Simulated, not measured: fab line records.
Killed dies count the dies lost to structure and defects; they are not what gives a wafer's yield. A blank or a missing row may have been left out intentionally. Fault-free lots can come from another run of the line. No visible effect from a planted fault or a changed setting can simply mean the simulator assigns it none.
Matching of chambers    flow n5Finfet    4 sister chambers for N5_BEOL_M12_DESCUM_15 on rieDiel-04
The step chemistry O2, time 7.9 s. 8 wafers are shown with their chamber, then 12 later ones without.

## WAFERS PAIRED WITH THEIR CHAMBERS
wafer   chamber  throttleValvePct (%)  drypumpMotorCurrentA (A)
L083.1  2        20.75                 5.7
L088.2  1        20.29                 4.7
L088.3  2        20.76                 5.6
L087.5  0        20.60                 5.5
L087.6  3        20.67                 5.4
L089.1  0        20.60                 5.5
L089.4  1        20.28                 4.8
L089.6  3        20.68                 5.4

## WAFERS WITHOUT THEIR CHAMBER
wafer   throttleValvePct (%)  drypumpMotorCurrentA (A)
L093.1  20.67                 5.4
L093.4  20.61                 5.5
L093.6  20.61                 5.5
L094.1  20.61                 5.4
L094.2  20.69                 5.4
L094.3  20.32                 4.7
L097.3  20.63                 5.5
L097.4  20.79                 5.6
L097.6  20.63                 5.4
L096.1  20.32                 4.7
L096.3  20.70                 5.4
L096.5  20.80                 5.6

## WHICH CHAMBER EACH ONE RAN IN
wafer   from the rows above  in truth
L093.1  3                    3
L093.4  0                    0
L093.6  0                    0
L094.1  0                    0
L094.2  3                    3
L094.3  1                    1
L097.3  0                    0
L097.4  2                    2
L097.6  0                    0
L096.1  1                    1
L096.3  3                    3
L096.5  2                    2
12 of 12 placed correctly. Left unplaced by these rows: 0. 0 placed wrongly.
How it was worked out, from the rows above alone: a wafer's distance from a chamber is the root of the sum, over the readings, of the square of ((its reading less the chamber's mean) divided by the reading's scatter). The wafer belongs to the nearest chamber; if the next one is less than 2 further off, it can't be placed. For every chamber, the mean is computed from those of its wafers that are shown. How the scatter is found: for the shown wafers, subtract from each reading the mean of its chamber, square and add these, divide the total by (wafers less chambers), then take the root.
